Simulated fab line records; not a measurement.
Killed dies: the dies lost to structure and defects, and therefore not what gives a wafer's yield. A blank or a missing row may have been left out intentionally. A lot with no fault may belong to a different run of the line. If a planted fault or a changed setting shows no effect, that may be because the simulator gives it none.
Matching of chambers + flow n5 finfet + N5_BEOL_M0_SAQP_ETCH_83 on rie diel-05 has 4 sister chambers
The step etches SiARC in CF4, target depth 39 nm, time 65 s. 14 wafers are shown with their chamber, then 7 later ones without.

WAFERS, EACH WITH ITS CHAMBER
| wafer  | chamber | showerhead plenum p Torr (Torr) | throttle valve pct (%) | oes product au (a.u.) |
|--------|---------|---------------------------------|------------------------|-----------------------|
| L075.1 | 2       | 2.12                            | 15.90                  | 0.59                  |
| L075.2 | 3       | 2.24                            | 15.58                  | 0.65                  |
| L075.4 | 0       | 2.15                            | 15.41                  | 0.66                  |
| L076.4 | 1       | 2.03                            | 16.01                  | 0.61                  |
| L076.5 | 0       | 2.15                            | 15.42                  | 0.67                  |
| L076.6 | 3       | 2.23                            | 15.58                  | 0.65                  |
| L085.1 | 1       | 2.03                            | 16.05                  | 0.60                  |
| L085.2 | 2       | 2.11                            | 15.93                  | 0.58                  |
| L085.4 | 3       | 2.23                            | 15.63                  | 0.63                  |
| L087.3 | 1       | 2.02                            | 16.04                  | 0.59                  |
| L087.5 | 2       | 2.11                            | 15.96                  | 0.58                  |
| L087.6 | 3       | 2.23                            | 15.64                  | 0.64                  |
| L088.1 | 0       | 2.14                            | 15.45                  | 0.64                  |
| L088.2 | 2       | 2.11                            | 15.95                  | 0.59                  |

SIGNATURES (means of the wafers above)
| reading                  | chamber 0 | chamber 1 | chamber 2 | chamber 3 | scatter within a chamber |
|--------------------------|-----------|-----------|-----------|-----------|--------------------------|
| showerhead plenum p Torr | 2.1467    | 2.0267    | 2.1125    | 2.2325    | 0.00532                  |
| throttle valve pct       | 15.4267   | 16.0333   | 15.9350   | 15.6075   | 0.0263                   |
| oes product au           | 0.6567    | 0.6000    | 0.5850    | 0.6425    | 0.0102                   |
Rule: a wafer's distance from a chamber is the root of the sum, over the readings, of the square of ((its reading less the chamber's mean) divided by the reading's scatter). If the next closest chamber is less than 2 further off than the closest, the wafer can't be placed; otherwise it belongs to the closest. The scatter: take each reading less its chamber's mean, square it, sum over the shown wafers, divide by the number of wafers less the number of chambers, and take the root.

WAFERS WHOSE CHAMBER IS MISSING
| wafer  | showerhead plenum p Torr (Torr) | throttle valve pct (%) | oes product au (a.u.) |
|--------|---------------------------------|------------------------|-----------------------|
| L088.3 | 2.23                            | 15.65                  | 0.63                  |
| L090.1 | 2.14                            | 15.45                  | 0.64                  |
| L090.2 | 2.11                            | 15.96                  | 0.58                  |
| L090.5 | 2.28                            | 15.57                  | 0.81                  |
| L095.2 | 2.27                            | 15.55                  | 0.80                  |
| L095.3 | 2.22                            | 15.66                  | 0.63                  |
| L095.6 | 2.22                            | 15.67                  | 0.62                  |

EACH ONE'S CHAMBER
| wafer  | from the rows above | in truth                   |
|--------|---------------------|----------------------------|
| L088.3 | 3                   | 3                          |
| L090.1 | 0                   | 0                          |
| L090.2 | 2                   | 2                          |
| L090.5 | 3                   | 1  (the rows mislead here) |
| L095.2 | 3                   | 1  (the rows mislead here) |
| L095.3 | 3                   | 3                          |
| L095.6 | 3                   | 3                          |
5 of 7 placed correctly. Can't be placed from these rows: 0. 2 placed wrongly.
